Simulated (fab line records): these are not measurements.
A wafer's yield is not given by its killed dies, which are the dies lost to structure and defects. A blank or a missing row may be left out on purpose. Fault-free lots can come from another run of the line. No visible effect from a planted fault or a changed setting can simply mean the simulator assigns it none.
fab line records + flow n5_finfet
record:
- lots: 13
- wafers: 33
- last_day: 18
route steps=1938 shown BEOL_M8@1400 BEOL_M9@1403 PASSIVATION@1936
lots with no fault: from the same line, run without faults
start_h: hours from the record's first day to the start of the lot's first wafer shown + wait_h: hours elapsed since this lot's preceding step + " the same as in the row above + L1.1+2: several wafers, shown together as one row + - no value, or no start given + * or withheld: withheld + < > ~ a bound
route shown NAME@n: a module of which the file shows steps, and the number in the route of the first + usual: the fault-free wafers' mean and standard deviation + same: alike in all rows + chamber/n: place in a boat + sites: per-site readings + _std_site: standard deviation across them + _edge_site: outer sites' mean less inner sites' + radius_mm: for every site, how far away it sits from the centre of the wafer + mask NAME#n: copy n + behind: the most recent tool/chamber to have shaped the wafer + hold: what put the lot on hold/how long, in hours/how the hold closed + device: whichever transistor did not switch (one of n, p or np) + end of line: at the end of the route, the tests of the same wafers + a step without rows: its recipe alone + killed: dies lost to structure and defects at the first sort, not the wafer's yield + map: shows each die of a wafer: x if killed, . if not, _ if none is there
set.NAME: the setting that was run; set.NAME@STEP: the one run at that earlier step + model.NAME: the simulator's own value behind a step, which no gauge read
route steps across a sampled set of lots; one table per step, one row per wafer
services: the hour from which a tool's chamber was out of use, counted from the record's first day as start_h (under 0 if before that day), plus the number of hours and why
== steps ==
step: N5_BEOL_M8_INSPECT_58
recipe:
- inspect_instrument: darkfield
- mode: post_dep
usual:
- raw_defect_count: 71/19
| lot.wafer | tool              | chamber | start_h | wait_h | raw_defect_count |
|-----------|-------------------|---------|---------|--------|------------------|
| L785.2    | defect_inspect-01 | -       | 227.42  | 0.0    | 50               |
| L785.4    | "                 | -       | "       | "      | 57               |
| L785.6    | "                 | -       | "       | "      | 58               |
| L787.2    | defect_inspect-02 | -       | 240.63  | 0.0    | 55               |
| L787.3    | "                 | -       | "       | "      | 60               |
| L787.6    | "                 | -       | "       | "      | 77               |
| L789.4    | defect_inspect-02 | -       | 245.91  | 0.0    | 86               |
| L789.5    | "                 | -       | "       | "      | 91               |
| L793.1    | defect_inspect-02 | -       | 268.60  | 0.0    | 75               |
| L793.3    | "                 | -       | "       | "      | 45               |
| L793.5    | "                 | -       | "       | "      | 88               |
| L792.1    | defect_inspect-02 | -       | 268.86  | 0.0    | 59               |
| L792.3    | "                 | -       | "       | "      | 40               |
| L792.4    | "                 | -       | "       | "      | 59               |
| L794.1    | defect_inspect-02 | -       | 277.22  | 0.0    | 99               |
| L794.5    | "                 | -       | "       | "      | 92               |
| L795.5    | defect_inspect-01 | -       | 283.42  | 0.0    | 65               |
| L795.6    | "                 | -       | "       | "      | 74               |
| L796.1    | defect_inspect-01 | -       | 290.39  | 0.0    | 81               |
| L796.3    | "                 | -       | "       | "      | 64               |
| L796.5    | "                 | -       | "       | "      | 52               |
| L798.1    | defect_inspect-02 | -       | 298.52  | 0.0    | 55               |
| L798.5    | "                 | -       | "       | "      | 54               |
| L798.6    | "                 | -       | "       | "      | 56               |
| L799.1    | defect_inspect-02 | -       | 332.57  | 0.0    | 58               |
| L799.5    | "                 | -       | "       | "      | 50               |
| L802.1    | defect_inspect-02 | -       | 340.32  | 0.0    | 69               |
| L802.2    | "                 | -       | "       | "      | 79               |
| L804.1    | defect_inspect-02 | -       | 350.80  | 0.0    | 57               |
| L804.5    | "                 | -       | "       | "      | 54               |
| L804.6    | "                 | -       | "       | "      | 77               |
| L805.1    | defect_inspect-02 | -       | 350.95  | 0.0    | 44               |
| L805.5    | "                 | -       | "       | "      | 75               |
step: N5_BEOL_M9_THK_MEAS_01
recipe:
- reads: SiCOH_lowk_of_BEOL_M9_ILD_DEP_00
usual:
- M9_ILD_THK: 269/4.1
| lot.wafer | tool          | chamber | start_h | wait_h | M9_ILD_THK[nm] |
|-----------|---------------|---------|---------|--------|----------------|
| L785.2    | film_metro-02 | -       | 228.04  | 0.4    | 268            |
| L785.4    | "             | -       | "       | "      | 275            |
| L785.6    | "             | -       | "       | "      | 271            |
| L787.2    | film_metro-01 | -       | 241.26  | 0.4    | 264            |
| L787.3    | "             | -       | "       | "      | 268            |
| L787.6    | "             | -       | "       | "      | 263            |
| L789.4    | film_metro-02 | -       | 246.53  | 0.2    | 271            |
| L789.5    | "             | -       | "       | "      | 272            |
| L793.1    | film_metro-02 | -       | 269.95  | 0.4    | 267            |
| L793.3    | "             | -       | "       | "      | 261            |
| L793.5    | "             | -       | "       | "      | 263            |
| L792.1    | film_metro-02 | -       | 270.21  | 0.4    | 268            |
| L792.3    | "             | -       | "       | "      | 262            |
| L792.4    | "             | -       | "       | "      | 268            |
| L794.1    | film_metro-01 | -       | 278.32  | 0.8    | 269            |
| L794.5    | "             | -       | "       | "      | 274            |
| L795.5    | film_metro-02 | -       | 284.05  | 0.1    | 273            |
| L795.6    | "             | -       | "       | "      | 273            |
| L796.1    | film_metro-02 | -       | 291.03  | 0.4    | 269            |
| L796.3    | "             | -       | "       | "      | 263            |
| L796.5    | "             | -       | "       | "      | 271            |
| L798.1    | film_metro-02 | -       | 299.15  | 0.4    | 262            |
| L798.5    | "             | -       | "       | "      | 261            |
| L798.6    | "             | -       | "       | "      | 270            |
| L799.1    | film_metro-01 | -       | 333.65  | 0.7    | 266            |
| L799.5    | "             | -       | "       | "      | 276            |
| L802.1    | film_metro-02 | -       | 340.95  | 0.4    | 264            |
| L802.2    | "             | -       | "       | "      | 268            |
| L805.1    | film_metro-01 | -       | 351.58  | 0.4    | 264            |
| L805.5    | "             | -       | "       | "      | 270            |
| L804.1    | film_metro-01 | -       | 351.90  | 0.8    | 261            |
| L804.5    | "             | -       | "       | "      | 269            |
| L804.6    | "             | -       | "       | "      | 268            |
step: N5_BEOL_M9_ETCH_61
recipe:
- chemistry: CF4
- target: SiARC
- target_depth_a: 390
- mask_material: CAR-ArF
- time_s: 65
- ion_energy_ev: 80
- pressure_mtorr: 40
- source_w: 545
- bias_w: 36
- Ar_flow_sccm: 100
- cf4_flow_sccm: 100
- ends: cleared
usual:
- drypump_motor_current_A: 5.4/0.42
- etch_rf_on_time_s: 65.7/2
- oes_product_au: 0.68/0.073
- rf_vpp_V: 183.8/1.1
- showerhead_plenum_p_Torr: 2.13/0.057
- throttle_valve_pct: 15.63/0.25
| lot.wafer | tool        | chamber | start_h | wait_h | drypump_motor_current_A | etch_rf_on_time_s | oes_product_au | rf_hours_counter_h | rf_vpp_V | showerhead_plenum_p_Torr | throttle_valve_pct |
|-----------|-------------|---------|---------|--------|-------------------------|-------------------|----------------|--------------------|----------|--------------------------|--------------------|
| L785.2    | rie_diel-05 | 0       | 228.90  | 0.0    | 5.1                     | 66.6              | 0.64           | 135                | 183.4    | 2.06                     | 15.78              |
| L785.4    | "           | 2       | "       | "      | 5.8                     | 63.6              | 0.72           | 74                 | 186.4    | 2.15                     | 15.44              |
| L785.6    | "           | 2       | "       | "      | 5.8                     | 63.8              | 0.71           | -                  | 183.8    | 2.15                     | 15.43              |
| L787.2    | rie_diel-05 | 1       | 242.51  | 0.0    | 5.8                     | 63.3              | 0.69           | 110                | 183.3    | 2.14                     | 15.58              |
| L787.3    | "           | 2       | "       | "      | 5.8                     | 63.9              | 0.71           | 78                 | 184.7    | 2.14                     | 15.44              |
| L787.6    | "           | 0       | "       | "      | 5.2                     | 66.2              | 0.64           | -                  | 183.7    | 2.06                     | 15.78              |
| L789.4    | rie_diel-06 | 3       | 248.98  | 0.0    | 4.8                     | 66.8              | 0.71           | 55                 | 183.3    | 2.08                     | 15.23              |
| L789.5    | "           | 1       | "       | "      | 6.2                     | 67.0              | 0.72           | -                  | 185.6    | 2.26                     | 15.48              |
| L793.1    | rie_diel-05 | 3       | 271.11  | 0.0    | 5.6                     | 66.9              | 0.56           | 244                | 183.2    | 2.21                     | 15.83              |
| L793.3    | "           | 0       | "       | "      | 5.1                     | 67.5              | 0.64           | 149                | 183.0    | 2.06                     | 15.81              |
| L793.5    | "           | 0       | "       | "      | 5.2                     | 67.8              | 0.63           | -                  | 181.9    | 2.05                     | 15.81              |
| L792.1    | rie_diel-04 | 3       | 271.18  | 0.0    | 4.8                     | 63.2              | 0.78           | 28                 | 183.2    | 2.11                     | 15.29              |
| L792.3    | "           | 2       | "       | "      | 5.2                     | 69.4              | 0.69           | 61                 | 183.2    | 2.16                     | 15.51              |
| L792.4    | "           | 1       | "       | "      | 5.3                     | 65.1              | 0.60           | 213                | 184.1    | 2.11                     | 15.97              |
| L794.1    | rie_diel-04 | 3       | 281.77  | 0.0    | 4.8                     | 61.7              | 0.80           | 30                 | 184.2    | 2.11                     | 15.29              |
| L794.5    | "           | 2       | "       | "      | 5.2                     | 68.7              | 0.70           | -                  | 183.5    | 2.16                     | 15.53              |
| L795.5    | rie_diel-05 | 3       | 286.79  | 0.0    | 5.7                     | 66.3              | 0.56           | -                  | 184.4    | 2.20                     | 15.85              |
| L795.6    | "           | 0       | "       | "      | 5.1                     | 67.5              | 0.63           | -                  | 182.7    | 2.05                     | 15.82              |
| L796.1    | rie_diel-05 | 0       | 292.04  | 0.0    | 5.2                     | 67.7              | 0.63           | 154                | 183.9    | 2.05                     | 15.81              |
| L796.3    | "           | 1       | "       | "      | 5.8                     | 63.4              | 0.68           | 125                | 183.1    | 2.13                     | 15.60              |
| L796.5    | "           | 1       | "       | "      | 5.8                     | 63.5              | 0.68           | -                  | 184.0    | 2.13                     | 15.61              |
| L798.1    | rie_diel-05 | 1       | 302.45  | 0.0    | 5.8                     | 63.7              | 0.68           | 128                | 184.9    | 2.13                     | 15.61              |
| L798.5    | "           | 2       | "       | "      | 5.8                     | 64.4              | 0.69           | -                  | 184.6    | 2.14                     | 15.48              |
| L798.6    | "           | 1       | "       | "      | 5.8                     | 63.5              | 0.68           | -                  | 183.3    | 2.13                     | 15.60              |
| L799.1    | rie_diel-05 | 1       | 336.35  | 0.0    | 5.8                     | 97.4              | 0.55           | 138                | 185.1    | 2.13                     | 15.63              |
| L799.5    | "           | 3       | "       | "      | 5.7                     | 100.2             | 0.69           | -                  | 182.4    | 2.20                     | 15.34              |
| L802.1    | rie_diel-05 | 1       | 342.26  | 0.0    | 5.8                     | 98.4              | 0.55           | 140                | 182.7    | 2.13                     | 15.61              |
| L802.2    | "           | 0       | "       | "      | 5.2                     | 66.5              | 0.62           | 172                | 182.0    | 2.05                     | 15.86              |
| L805.1    | rie_diel-05 | 0       | 354.35  | 0.0    | 5.2                     | 103.7             | 0.52           | 175                | 182.8    | 2.05                     | 15.85              |
| L805.5    | "           | 2       | "       | "      | 5.8                     | 98.2              | 0.56           | -                  | 184.3    | 2.13                     | 15.51              |
| L804.1    | rie_diel-04 | 1       | 354.53  | 0.0    | 5.3                     | 64.8              | 0.59           | 238                | 182.5    | 2.11                     | 16.04              |
| L804.5    | "           | 1       | "       | "      | 5.4                     | 65.0              | 0.59           | -                  | 184.2    | 2.10                     | 16.04              |
| L804.6    | "           | 3       | "       | "      | 4.8                     | 63.0              | 0.75           | -                  | 183.5    | 2.11                     | 15.33              |
step: N5_BEOL_M9_CD_MEAS_18
recipe:
- pitch_nm: 140
- target_cd_nm: 70
usual:
- cd_nm: 69.8/0.86
| lot.wafer | tool      | chamber | start_h | wait_h | cd_nm |
|-----------|-----------|---------|---------|--------|-------|
| L785.2    | cd_sem-01 | -       | 229.48  | 0.1    | 68.4  |
| L785.4    | "         | -       | "       | "      | 70.3  |
| L785.6    | "         | -       | "       | "      | 70.5  |
| L787.2    | cd_sem-03 | -       | 243.08  | 0.1    | 69.5  |
| L787.3    | "         | -       | "       | "      | 68.2  |
| L787.6    | "         | -       | "       | "      | 69.8  |
| L789.4    | cd_sem-03 | -       | 249.44  | 0.1    | 70.8  |
| L789.5    | "         | -       | "       | "      | 68.5  |
| L793.1    | cd_sem-02 | -       | 271.53  | 0.0    | 69.5  |
| L793.3    | "         | -       | "       | "      | 69.1  |
| L793.5    | "         | -       | "       | "      | 70.4  |
| L792.1    | cd_sem-02 | -       | 271.69  | 0.0    | 69.8  |
| L792.3    | "         | -       | "       | "      | 69.0  |
| L792.4    | "         | -       | "       | "      | 70.8  |
| L794.1    | cd_sem-03 | -       | 282.25  | 0.0    | 70.2  |
| L794.5    | "         | -       | "       | "      | 69.6  |
| L795.5    | cd_sem-03 | -       | 287.19  | 0.0    | 70.4  |
| L795.6    | "         | -       | "       | "      | 67.9  |
| L796.1    | cd_sem-02 | -       | 292.45  | 0.0    | 69.6  |
| L796.3    | "         | -       | "       | "      | 70.1  |
| L796.5    | "         | -       | "       | "      | 69.7  |
| L798.1    | cd_sem-02 | -       | 302.98  | 0.0    | 70.7  |
| L798.5    | "         | -       | "       | "      | 71.6  |
| L798.6    | "         | -       | "       | "      | 69.1  |
| L799.1    | cd_sem-03 | -       | 337.00  | 0.0    | 69.6  |
| L799.5    | "         | -       | "       | "      | 68.9  |
| L802.1    | cd_sem-02 | -       | 342.72  | 0.0    | 69.2  |
| L802.2    | "         | -       | "       | "      | 67.9  |
| L805.1    | cd_sem-02 | -       | 354.82  | 0.1    | 67.7  |
| L805.5    | "         | -       | "       | "      | 70.6  |
| L804.1    | cd_sem-01 | -       | 354.95  | 0.0    | 70.8  |
| L804.5    | "         | -       | "       | "      | 70.3  |
| L804.6    | "         | -       | "       | "      | 70.8  |
step: N5_PASSIVATION_PROBE_49
usual:
- defect_limited_yield: 91.5/1.5
- killed_at_M0_to_M3: 33/9.9
- killed_at_M4_up: 14/5.2
- killed_at_contacts: 11/5.2
- killed_at_front_end: 38/10
- killed_at_other: 4/3.5
- killed_dies: 100/18
- killed_open: 66/14
- killed_short: 32/6.9
- sort_bin_5_function: 5.0/1
- sort_bin_6_memory: 3.1/0.69
- sort_bin_8_speed: 0.03/0.26
- sort_n_pass: 1080/18
- sort_yield_pct: 91.5/1.5
same:
- gross_dies: 1180
- killed_at_back_side: 0
- sort_bin_4_leakage[%]: 0
| lot.wafer | tool      | chamber | start_h | wait_h | defect_limited_yield[%] | killed_at_M0_to_M3 | killed_at_M4_up | killed_at_contacts | killed_at_front_end | killed_at_other | killed_dies | killed_open | killed_short | sort_bin_5_function[%] | sort_bin_6_memory[%] | sort_bin_8_speed[%] | sort_n_pass | sort_yield_pct[%] |
|-----------|-----------|---------|---------|--------|-------------------------|--------------------|-----------------|--------------------|---------------------|-----------------|-------------|-------------|--------------|------------------------|----------------------|---------------------|-------------|-------------------|
| L798.1    | prober-01 | -       | 365.22  | 0.0    | 92.5                    | 20                 | 11              | 15                 | 42                  | 1               | 89          | 48          | 40           | 4.5                    | 2.7                  | 0                   | 1091        | 92.5              |
| L798.5    | prober-01 | -       | 365.42  | 0.2    | 93.1                    | 26                 | 10              | 7                  | 33                  | 5               | 81          | 56          | 24           | 3.6                    | 3.0                  | 0                   | 1099        | 93.1              |
| L798.6    | prober-01 | -       | 365.47  | 0.3    | 92.6                    | 21                 | 13              | 20                 | 28                  | 5               | 87          | 59          | 26           | 4.2                    | 2.9                  | 0                   | 1093        | 92.6              |
| L805.1    | prober-02 | -       | 417.01  | 0.6    | 90.3                    | 26                 | 26              | 19                 | 38                  | 5               | 114         | 78          | 32           | 5.3                    | 4.2                  | 0                   | 1066        | 90.3              |
killed by level:class
L798.1 MOL_CONTACT_COAG:geometric_particle:open=12 FIN_SAQP:geometric_particle:short=11 STI_FIN_REVEAL:geometric_particle:open=7 GATE_CUT:geometric_particle:short=5 STARTING-WAFER:geometric_particle:open=5 DUMMY_GATE:geometric_particle:open=4 DUMMY_GATE:geometric_particle:short=4 BEOL_M0_SAQP:geometric_particle:open=4
L798.5 FIN_SAQP:geometric_particle:open=9 BEOL_M4:geometric_particle:open=7 BEOL_M2:geometric_particle:short=6 BEOL_M3:geometric_particle:open=6 DUMMY_GATE:geometric_particle:open=5 MOL_CONTACT_COAG:geometric_particle:open=5 BEOL_M0_SAQP:geometric_particle:open=5 STI_FIN_REVEAL:geometric_particle:open=4
L798.6 MOL_CONTACT_COAG:geometric_particle:open=14 BEOL_M1:geometric_particle:open=6 BEOL_M0_SAQP:geometric_particle:short=5 BEOL_M4:geometric_particle:open=5 STARTING-WAFER:geometric_particle:open=5 FIN_SAQP:geometric_particle:open=4 STI_FIN_REVEAL:geometric_particle:open=4 DUMMY_GATE:geometric_particle:open=4
L805.1 FIN_SAQP:geometric_particle:open=17 MOL_CONTACT_COAG:geometric_particle:open=16 BEOL_M4:geometric_particle:open=9 BEOL_M4:geometric_particle:short=7 BEOL_M1:geometric_particle:open=6 BEOL_M0_SAQP:geometric_particle:open=4 BEOL_M0_SAQP:geometric_particle:short=4 PASS1_DEP:geometric_particle:open=4
== services ==
| tool        | chamber | start_h | hours | kind                          |
|-------------|---------|---------|-------|-------------------------------|
| rie_diel-06 | 0       | 261.52  | -     | clean                         |
| rie_diel-06 | 0       | 261.52  | -     | consumable_replace:focus_ring |
| rie_diel-06 | 0       | 261.52  | 27.6  | scheduled_down                |
| rie_diel-06 | 0       | 261.52  | 27.6  | vent_cycle                    |
| rie_diel-05 | 2       | 268.41  | 8.9   | repair                        |
| rie_diel-04 | 0       | 281.69  | 8.8   | repair                        |
| rie_diel-05 | 3       | 295.09  | -     | clean                         |
| rie_diel-05 | 3       | 295.09  | -     | consumable_replace:focus_ring |
| rie_diel-05 | 3       | 295.09  | 17.3  | scheduled_down                |
| rie_diel-05 | 3       | 295.09  | 17.3  | vent_cycle                    |
| rie_diel-06 | 3       | 296.55  | 2.8   | repair                        |
| rie_diel-05 | 1       | 307.24  | 4.8   | repair                        |
| rie_diel-06 | 1       | 338.64  | 6.6   | repair                        |
| rie_diel-04 | 0       | 351.31  | 15.8  | repair                        |
== key ==
first_sign:
- step: N5_BEOL_M9_ETCH_61
- reading: etch_rf_on_time_s
- direction: up
- sigmas: 17
- usual: *
- struck: *
effect none on later readings
met_at N5_BEOL_M9_ETCH_61
struck_lots L799,L802,L805
struck_wafers L799.1,L799.5,L802.1,L805.1,L805.5
not_acting_at N5_BEOL_M8_INSPECT_58,N5_BEOL_M9_THK_MEAS_01,N5_BEOL_M9_CD_MEAS_18
onset_between 302.45 336.35
fault:
- kind: process_parameter_drift
- tool: rie_diel-05
- chamber: -
- onset_h: 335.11
- steps: N5_BEOL_M9_ETCH_61
- channel: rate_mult
- offset: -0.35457
- shape: step
- end_h: 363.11
- scope: struck_wafers_only
